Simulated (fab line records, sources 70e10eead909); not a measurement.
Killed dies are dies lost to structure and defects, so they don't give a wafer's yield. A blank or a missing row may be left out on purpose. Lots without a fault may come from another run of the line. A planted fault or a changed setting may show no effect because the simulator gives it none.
fab line records | flow nand_harc | part 2 of 2: steps 5 to 6 of 6
record lots=17 wafers=51 last_day=24
route steps=1159 shown A_SLIT@793 A_WL_FILL@824 A_CONTACT@861
lots that met no fault: from a run of the same line without faults
start_h: hours from the record's first day to the start of the lot's first wafer shown | wait_h: hours since the lot's step before | " the same as in the row above | L1.1+2: a row that stands for several wafers | - no value, or no start given | * or withheld: withheld | < > ~ a bound
route shown NAME@n: a module of which the file shows steps, and the number in the route of the first | usual: mean/standard deviation of fault-free wafers | same: alike in all rows | chamber/n: place in a boat | sites: the reading at each site | _std_site: their standard deviation | _edge_site: outer sites' mean less inner sites' | radius_mm: how far each site lies from the wafer's centre | mask NAME#n: copy n | behind: the tool/chamber that last shaped the wafer | hold: why the lot was held/for how many hours/how that ended | device: the transistor (n, p or np) that didn't switch | end of line: the same wafers' tests at the end of the route | a step without rows: its recipe alone | killed: dies lost to structure and defects at the first sort, not the wafer's yield | map: a wafer's dies, x killed, . not, _ none there
set.NAME: the setting as run; set.NAME@STEP: as run at that earlier step | model.NAME: the simulator's own value behind a step, which no gauge read
steps of the route over a sample of lots; a table a step, a row a wafer
services: from which hour (start_h, from the record's first day; less than 0 if before it) a tool's chamber was out of use, for how many hours, and why
## steps
# step NHARC_A_WL_FILL_STRIP_29
# recipe time_s=20 o2_flow_sccm=500 ar_flow_sccm=0 bias_w=0 chemistry=O2
# usual chamber_pressure_mTorr=60.00/0.057 drypump_motor_current_A=5.8/0.36 o2_flow_sccm=500.0/1.5 oes_product_au=1.001/0.011 rf_vpp_V=57.8/0.83 showerhead_plenum_p_Torr=3.55/0.15 throttle_valve_pct=17.038/0.0088
# columns lot.wafer tool chamber start_h wait_h chamber_pressure_mTorr drypump_motor_current_A o2_flow_sccm oes_product_au rf_hours_counter_h rf_vpp_V showerhead_plenum_p_Torr throttle_valve_pct
L075.1 rie_diel-08 3 362.48 0.1 59.95 5.8 499.8 1.010 2.4 57.6 3.32 17.039
L075.4 " 0 " " 59.85 5.5 498.5 0.983 2.6 57.7 3.40 17.041
L075.2 " 1 " " 59.99 5.6 498.7 0.999 3.0 58.4 3.61 17.031
L076.3 rie_diel-13 0 362.48 0.1 60.03 5.6 500.6 1.005 3.2 58.7 3.38 17.036
L076.1 " 2 " " 59.95 5.7 499.7 0.983 2.9 59.2 3.76 17.045
L076.5 " 0 " " 60.06 5.6 502.4 0.993 - 57.5 3.38 17.026
L074.4 rie_diel-13 2 365.42 0.1 59.97 5.7 499.7 0.990 3.0 56.9 3.76 17.037
L074.1 " 3 " " 59.93 6.1 498.7 1.008 3.5 56.7 3.41 17.030
L074.6 " 3 " " 60.02 6.1 500.6 0.998 - 58.1 3.41 17.040
L078.2 rie_diel-08 1 365.84 0.1 60.03 5.6 499.1 0.996 3.1 58.5 3.61 17.023
L078.4 " 2 " " 59.99 5.6 496.6 1.004 3.0 57.2 3.76 17.032
L078.5 " 2 " " 59.99 5.6 496.1 1.007 - 59.6 3.76 17.043
L079.3 rie_diel-13 3 369.99 0.1 60.06 6.1 498.4 0.988 3.5 57.0 3.41 17.034
L079.5 " 3 " " 60.10 6.1 500.1 0.990 - 58.0 3.41 17.040
L079.6 " 0 " " 60.01 5.6 498.4 0.991 - 56.7 3.38 17.042
L077.3 rie_diel-02 3 372.25 0.1 60.02 5.9 495.7 1.014 0.6 59.2 3.55 17.036
L077.6 " 2 " " 59.97 5.2 500.3 1.006 - 58.3 3.75 17.034
L077.5 " 3 " " 60.00 5.9 497.4 0.998 - 57.8 3.55 17.031
L080.1 rie_diel-02 3 391.81 0.1 60.07 6.0 500.5 1.017 1.0 56.8 3.55 17.028
L080.3 " 2 " " 59.94 5.2 499.3 1.004 1.4 57.3 3.75 17.059
L080.5 " 3 " " 60.01 6.0 501.7 1.002 - 58.5 3.55 17.041
L081.3 rie_diel-13 1 397.86 0.1 59.98 6.5 502.1 1.004 4.0 56.8 3.54 17.049
L081.2 " 3 " " 60.06 6.1 499.2 1.011 4.3 57.0 3.41 17.029
L081.5 " 1 " " 59.96 6.5 499.8 0.995 - 58.5 3.54 17.041
L082.1 rie_diel-13 0 405.13 0.1 60.03 5.6 501.4 0.993 4.2 57.6 3.38 17.036
L082.4 " 2 " " 60.06 5.8 500.3 0.996 3.8 57.8 3.76 17.036
L082.5 " 1 " " 59.93 6.5 498.7 1.003 - 57.5 3.54 17.030
L084.2 rie_diel-02 1 409.05 0.1 59.99 6.4 498.9 1.016 1.6 57.6 3.50 17.037
L084.4 " 2 " " 60.02 5.2 500.7 1.005 1.8 58.4 3.75 17.043
L084.6 " 0 " " 59.97 5.8 500.2 0.994 - 57.3 3.44 17.034
L086.2 rie_diel-13 3 421.12 0.1 59.97 6.1 501.1 0.997 5.2 57.5 3.41 17.048
L086.4 " 1 " " 60.08 6.5 500.2 0.994 4.9 58.3 3.54 17.041
L086.6 " 2 " " 59.93 5.7 499.8 0.982 - 58.6 3.76 17.030
L088.1 rie_diel-08 3 432.15 0.1 60.03 5.8 500.4 1.003 8.6 56.6 3.32 17.035
L088.5 " 1 " " 60.06 5.6 502.4 0.988 - 57.8 3.61 17.026
L088.6 " 2 " " 59.93 5.5 501.2 0.997 - 57.5 3.76 17.037
L091.1 rie_diel-13 1 445.94 0.1 59.96 6.5 500.2 1.009 6.0 57.9 3.54 17.037
L091.3 " 2 " " 60.04 5.7 503.2 0.998 5.6 58.3 3.75 17.027
L091.2 " 0 " " 60.05 5.6 501.0 0.991 5.9 58.4 3.38 17.032
L090.4 rie_diel-08 2 445.98 0.1 59.99 5.5 498.5 1.022 9.2 59.1 3.76 17.019
L090.3 " 0 " " 60.04 5.5 503.5 0.982 8.3 57.4 3.39 17.042
L090.6 " 1 " " 60.07 5.6 500.5 0.994 - 57.7 3.60 17.052
L095.2 rie_diel-13 1 463.74 0.1 59.97 6.5 499.6 1.000 0.0 57.6 3.54 17.039
L095.6 " 3 " " 60.01 6.1 499.0 1.006 - 57.9 3.41 17.047
L095.5 " 0 " " 60.05 5.6 497.9 0.982 - 57.2 3.38 17.060
L096.3 rie_diel-08 3 476.90 0.1 59.98 5.8 501.1 1.015 10.1 56.8 3.31 17.043
L096.5 " 1 " " 60.03 5.6 499.7 1.018 - 58.5 3.60 17.026
L096.6 " 3 " " 60.07 5.8 502.3 1.012 - 57.8 3.31 17.031
L097.2 rie_diel-02 2 488.49 0.1 60.03 5.1 497.7 1.009 3.9 57.3 3.74 17.028
L097.1 " 0 " " 60.02 5.8 501.2 1.000 3.8 56.7 3.44 17.054
L097.4 " 1 " " 59.94 6.4 498.4 1.009 3.7 58.1 3.50 17.056
# step NHARC_A_CONTACT_ETCH_51
# recipe target_depth_a=36000 over_etch_frac=0.3 time_s=936 ion_energy_ev=150 o2_flow_sccm=400 cos_flow_sccm=20 ar_flow_sccm=0 rf_w=500 bias_w=300 chemistry=O2/COS
# usual chamber_pressure_mTorr=19.999/0.02 cos_flow_sccm=20.00/0.058 drypump_motor_current_A=5.7/0.46 o2_flow_sccm=400.1/1.2 oes_product_au=0.998/0.0085 rf_fwd_power_W=499.3/1.5 rf_vpp_V=314.8/2.2 showerhead_plenum_p_Torr=3.17/0.14 throttle_valve_pct=28.329/0.0089
# columns lot.wafer tool chamber start_h wait_h chamber_pressure_mTorr cos_flow_sccm drypump_motor_current_A o2_flow_sccm oes_product_au rf_fwd_power_W rf_hours_counter_h rf_vpp_V showerhead_plenum_p_Torr throttle_valve_pct
L075.2 rie_diel-06 1 - - 19.972 19.94 5.4 401.5 1.010 497.5 22 313.9 3.13 28.322
L075.1 " 2 " " 20.004 19.93 5.3 400.6 1.010 498.1 26 317.2 3.32 28.321
L075.4 " 0 " " 19.998 20.09 5.5 401.5 0.999 500.8 24 311.4 2.89 28.320
L076.3 rie_diel-06 2 - - 19.993 20.14 5.3 402.4 1.000 501.0 27 317.4 3.32 28.334
L076.1 " 1 " " 19.999 20.01 5.5 401.1 0.995 500.2 23 314.0 3.13 28.333
L076.5 " 3 " " 19.983 19.84 6.4 399.5 0.984 500.9 - 313.5 3.09 28.338
L078.2 rie_diel-06 0 - - 20.001 19.99 5.5 401.0 0.993 500.1 26 311.3 2.89 28.328
L078.4 " 1 " " 19.989 19.91 5.4 398.7 0.990 497.9 23 315.5 3.13 28.335
L078.5 " 2 " " 19.991 20.01 5.3 400.3 1.004 499.0 - 315.8 3.32 28.337
L074.1 rie_diel-09 1 - - 19.994 20.07 4.8 400.2 0.981 500.5 45 316.2 3.23 28.344
L074.4 " 0 " " 19.990 20.01 5.5 401.4 0.992 500.0 - 312.1 3.04 28.326
L074.6 " 2 " " 20.031 20.02 5.5 400.5 0.997 498.3 - 313.5 3.10 28.317
L079.3 rie_diel-11 1 - - 19.985 20.01 6.0 397.2 0.999 498.8 8 311.1 2.94 28.321
L079.6 " 1 " " 20.004 20.04 5.9 398.5 0.997 498.6 - 310.9 2.94 28.314
L079.5 " 2 " " 20.004 20.01 5.9 400.2 1.019 499.1 - 318.4 3.34 28.324
L077.3 rie_diel-06 2 - - 19.990 20.04 5.3 400.3 1.008 499.4 32 316.5 3.31 28.326
L077.6 " 0 " " 19.966 20.01 5.5 400.1 0.990 498.8 - 309.6 2.89 28.314
L077.5 " 1 " " 19.994 20.05 5.5 399.7 0.997 500.2 - 315.0 3.13 28.319
L080.3 rie_diel-06 1 - - 20.051 19.98 5.4 398.7 0.992 501.5 29 314.8 3.13 28.307
L080.1 " 0 " " 19.997 19.98 5.5 400.8 0.998 498.0 30 311.2 2.89 28.345
L080.5 " 2 " " 20.026 19.96 5.3 399.9 1.013 498.3 - 316.1 3.31 28.326
L081.3 rie_diel-06 1 - - 20.021 20.04 5.4 401.3 0.981 496.8 30 314.5 3.13 28.336
L081.2 " 2 " " 20.018 19.90 5.3 400.5 1.006 499.9 34 317.6 3.31 28.301
L081.5 " 0 " " 19.969 20.10 5.5 400.8 0.989 498.7 - 309.8 2.89 28.322
L082.1 rie_diel-09 3 - - 19.987 19.96 5.7 402.3 1.014 501.0 50 311.3 2.92 28.336
L082.4 " 1 " " 19.984 19.99 4.8 400.1 0.997 499.9 - 316.4 3.22 28.336
L082.5 " 3 " " 20.020 19.99 5.7 399.7 1.009 499.8 - 311.0 2.92 28.340
L084.2 rie_diel-11 0 - - 20.047 20.15 6.5 399.1 1.000 499.7 18 318.0 3.33 28.341
L084.4 " 2 " " 19.983 19.92 5.9 399.1 1.006 499.3 20 315.4 3.33 28.335
L084.6 " 0 " " 19.949 20.05 6.5 398.7 1.000 499.0 - 316.5 3.33 28.321
L086.2 rie_diel-11 3 - - 20.002 20.02 5.5 400.9 0.991 496.6 27 314.9 3.18 28.324
L086.4 " 0 " " 19.993 20.03 6.5 399.0 0.998 501.2 25 317.7 3.33 28.321
L086.6 " 3 " " 19.965 19.95 5.5 400.2 1.003 498.8 - 314.5 3.18 28.331
L088.1 rie_diel-09 0 - - 19.993 19.98 5.5 398.8 0.999 497.0 5 310.1 3.03 28.334
L088.6 " 0 " " 19.998 20.04 5.5 398.9 0.998 497.1 - 312.0 3.03 28.324
L088.5 " 1 " " 19.988 19.98 4.7 399.8 0.982 497.1 - 316.0 3.22 28.323
L091.2 rie_diel-06 0 - - 20.015 20.06 5.5 398.0 0.992 501.8 8 316.3 3.37 28.339
L091.3 " 1 " " 19.976 19.93 5.5 400.7 0.998 501.5 9 314.5 3.13 28.355
L091.1 " 3 " " 20.006 19.97 6.4 399.7 0.990 499.2 9 313.4 3.08 28.323
L090.3 rie_diel-06 1 - - 20.000 20.03 5.5 401.3 0.994 499.6 10 313.9 3.12 28.327
L090.4 " 3 " " 20.045 20.01 6.4 400.4 0.992 500.2 10 314.6 3.08 28.321
L090.6 " 0 " " 20.017 20.03 5.5 402.7 1.012 497.4 - 318.4 3.37 28.340
L095.2 rie_diel-09 3 - - 19.993 19.98 5.7 398.4 1.005 500.0 12 311.2 2.92 28.326
L095.6 " 1 " " 19.994 19.90 4.8 397.7 0.992 497.8 - 314.2 3.21 28.330
L095.5 " 2 " " 19.982 19.99 5.5 399.5 0.987 499.5 - 314.3 3.09 28.337
L096.3 rie_diel-11 1 - - 19.989 19.98 6.0 399.8 1.008 497.4 45 310.0 2.93 28.330
L096.5 " 3 " " 20.015 20.08 5.5 399.3 1.001 501.4 - 315.7 3.17 28.327
L096.6 " 0 " " 20.033 20.09 6.5 400.4 0.986 497.3 - 316.0 3.31 28.327
L097.2 rie_diel-11 3 - - 19.991 19.98 5.5 399.9 1.009 499.4 54 314.7 3.16 28.315
L097.1 " 0 " " 19.988 20.04 6.5 400.8 0.994 497.7 51 316.4 3.31 28.339
L097.4 " 1 " " 19.990 19.96 5.9 400.6 1.004 499.8 47 310.3 2.93 28.326
## services
# columns tool chamber start_h hours kind
rie_diel-06 1 310.48 8.3 repair
har_etch-01 - 324.47 1.0 repair
rie_diel-05 3 336.36 1.9 repair
rie_diel-05 - 340.60 9.0 pm
rie_diel-07 3 343.07 6.3 repair
rie_diel-13 2 347.70 10.1 repair
har_etch-01 - 354.86 6.0 repair
rie_diel-05 0 358.66 9.7 repair
rie_diel-11 - 366.57 9.0 pm
rie_diel-13 1 383.98 3.9 repair
rie_diel-07 2 391.26 17.1 repair
rie_diel-03 - 392.30 9.0 pm
rie_diel-07 - 405.20 9.0 pm
rie_diel-11 0 415.66 3.6 repair
rie_diel-06 - 418.20 9.0 pm
rie_diel-06 3 430.53 1.5 repair
rie_diel-07 0 431.19 4.0 repair
rie_diel-06 0 443.98 8.6 repair
rie_diel-03 1 447.63 4.7 repair
rie_diel-13 - 453.00 9.0 pm
rie_diel-05 - 465.37 1.7 repair
rie_diel-03 3 484.17 7.4 repair
rie_diel-03 1 502.32 11.1 repair
rie_diel-06 2 502.43 5.0 repair
